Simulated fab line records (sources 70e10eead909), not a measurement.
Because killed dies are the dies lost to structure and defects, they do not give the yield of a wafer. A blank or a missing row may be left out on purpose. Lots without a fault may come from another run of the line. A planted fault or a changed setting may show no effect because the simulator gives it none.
Chamber matching :: flow nand-harc :: NHARC_A_BLC_ALD_23 on ald-metal-01 has 4 sister chambers
The step deposits TiN, target thk 3 nm, pulse time 1 s, ald cycles 150. 18 wafers are shown with their chamber, then 9 later ones without.

WAFERS PAIRED WITH THEIR CHAMBERS
wafer: L465.4
chamber: 3
heater-power-w (W): 1164
precursor-pulse-height-rel: 1.020

wafer: L465.5
chamber: 3
heater-power-w (W): 1137
precursor-pulse-height-rel: 0.998

wafer: L465.6
chamber: 0
heater-power-w (W): 935
precursor-pulse-height-rel: 0.993

wafer: L468.1
chamber: 2
heater-power-w (W): 1241
precursor-pulse-height-rel: 0.994

wafer: L468.2
chamber: 1
heater-power-w (W): 1122
precursor-pulse-height-rel: 1.000

wafer: L468.6
chamber: 0
heater-power-w (W): 944
precursor-pulse-height-rel: 0.991

wafer: L473.1
chamber: 0
heater-power-w (W): 930
precursor-pulse-height-rel: 0.996

wafer: L473.4
chamber: 2
heater-power-w (W): 1238
precursor-pulse-height-rel: 0.998

wafer: L473.5
chamber: 3
heater-power-w (W): 1208
precursor-pulse-height-rel: 0.980

wafer: L476.1
chamber: 2
heater-power-w (W): 1247
precursor-pulse-height-rel: 0.988

wafer: L476.3
chamber: 1
heater-power-w (W): 1128
precursor-pulse-height-rel: 1.002

wafer: L476.6
chamber: 2
heater-power-w (W): 1231
precursor-pulse-height-rel: 1.001

wafer: L478.1
chamber: 2
heater-power-w (W): 1198
precursor-pulse-height-rel: 0.968

wafer: L478.5
chamber: 2
heater-power-w (W): 1151
precursor-pulse-height-rel: 1.003

wafer: L478.6
chamber: 1
heater-power-w (W): 1078
precursor-pulse-height-rel: 1.008

wafer: L483.2
chamber: 2
heater-power-w (W): 1172
precursor-pulse-height-rel: 1.033

wafer: L483.3
chamber: 3
heater-power-w (W): 1130
precursor-pulse-height-rel: 1.026

wafer: L483.4
chamber: 0
heater-power-w (W): 879
precursor-pulse-height-rel: 1.028

SIGNATURES (averages over the wafers above)
reading: heater-power-w
chamber 0: 922.00
chamber 1: 1109.33
chamber 2: 1211.14
chamber 3: 1159.75
scatter within a chamber: 34.2

reading: precursor-pulse-height-rel
chamber 0: 1.00200
chamber 1: 1.00333
chamber 2: 0.99786
chamber 3: 1.00600
scatter within a chamber: 0.018
Rule: for each reading, subtract the chamber's mean from the wafer's reading, divide by that reading's scatter and square the result; add these up over the readings and take the root, which gives the wafer's distance from the chamber. The wafer belongs to the nearest chamber; if the next one is less than 2 further off, it can't be placed. The scatter is the square root of a quotient: the sum, over the shown wafers, of each reading's squared deviation from its chamber's mean, divided by wafers minus chambers.

WAFERS WHOSE CHAMBER IS MISSING
wafer: L479.1
heater-power-w (W): 1078
precursor-pulse-height-rel: 1.006

wafer: L479.4
heater-power-w (W): 1212
precursor-pulse-height-rel: 1.032

wafer: L479.6
heater-power-w (W): 1099
precursor-pulse-height-rel: 0.973

wafer: L481.1
heater-power-w (W): 1177
precursor-pulse-height-rel: 0.996

wafer: L481.3
heater-power-w (W): 1179
precursor-pulse-height-rel: 1.022

wafer: L481.6
heater-power-w (W): 1153
precursor-pulse-height-rel: 0.983

wafer: L487.2
heater-power-w (W): 1141
precursor-pulse-height-rel: 0.987

wafer: L487.4
heater-power-w (W): 1067
precursor-pulse-height-rel: 1.005

wafer: L487.6
heater-power-w (W): 1071
precursor-pulse-height-rel: 1.014

EACH ONE'S CHAMBER
wafer: L479.1
from the rows above: can't be placed: 1 or 3
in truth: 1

wafer: L479.4
from the rows above: can't be placed: 2 or 3 or 1
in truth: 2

wafer: L479.6
from the rows above: can't be placed: 1 or 3 or 2
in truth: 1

wafer: L481.1
from the rows above: can't be placed: 3 or 2 or 1
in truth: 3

wafer: L481.3
from the rows above: can't be placed: 3 or 2 or 1
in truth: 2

wafer: L481.6
from the rows above: can't be placed: 3 or 1 or 2
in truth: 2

wafer: L487.2
from the rows above: can't be placed: 3 or 1 or 2
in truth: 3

wafer: L487.4
from the rows above: can't be placed: 1 or 3
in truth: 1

wafer: L487.6
from the rows above: can't be placed: 1 or 3
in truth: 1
0 of 9 placed correctly. Not placeable from these rows: 9 (in 9, the candidates include the true chamber). Wrongly placed: 0.
